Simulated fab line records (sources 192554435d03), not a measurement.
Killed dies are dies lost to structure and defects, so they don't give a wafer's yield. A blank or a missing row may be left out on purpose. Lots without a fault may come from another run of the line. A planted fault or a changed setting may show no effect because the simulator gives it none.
Matching of chambers ; flow n5_finfet ; 3 sister chambers for N5_BEOL_M6_ILD_DEP_00 on pecvd-03
The step deposits SiCOH lowk from DEMS/porogen, target thk 179.75 nm, time 33.4 s. 3 wafers are shown with their chamber, then 7 later ones without.

== EACH WAFER AND ITS CHAMBER ==
wafer;chamber;throttle_valve_pct (%)
L080.2;2;12.9
L084.1;1;14.1
L084.3;0;14.1

== WAFERS WHOSE CHAMBER IS MISSING ==
wafer;throttle_valve_pct (%)
L084.4;13.9
L089.2;14.0
L089.3;13.0
L089.5;12.9
L091.2;14.1
L091.5;14.0
L091.6;13.1

== CHAMBER TAKEN BY EACH ==
wafer;from the rows above;in truth
L084.4;can't be placed: 0 or 1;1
L089.2;can't be placed: 0 or 1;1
L089.3;2;2
L089.5;2;2
L091.2;can't be placed: 0 or 1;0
L091.5;can't be placed: 0 or 1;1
L091.6;2;2
Placed correctly: 3 of 7. Unplaceable from these rows: 4, with the true chamber sitting among the candidates in 4. Placed wrongly: 0.
How it was worked out, from the rows above alone: a wafer's distance from a chamber is the root of the sum, over the readings, of the square of ((its reading less the chamber's mean) divided by the reading's scatter). If the next closest chamber is less than 2 further off than the closest, the wafer can't be placed; otherwise it belongs to the closest. For every chamber, the mean is computed from those of its wafers that are shown. The scatter: with one shown wafer a chamber, the root of the mean of the squares of how far each hidden wafer lies from its nearest shown one.
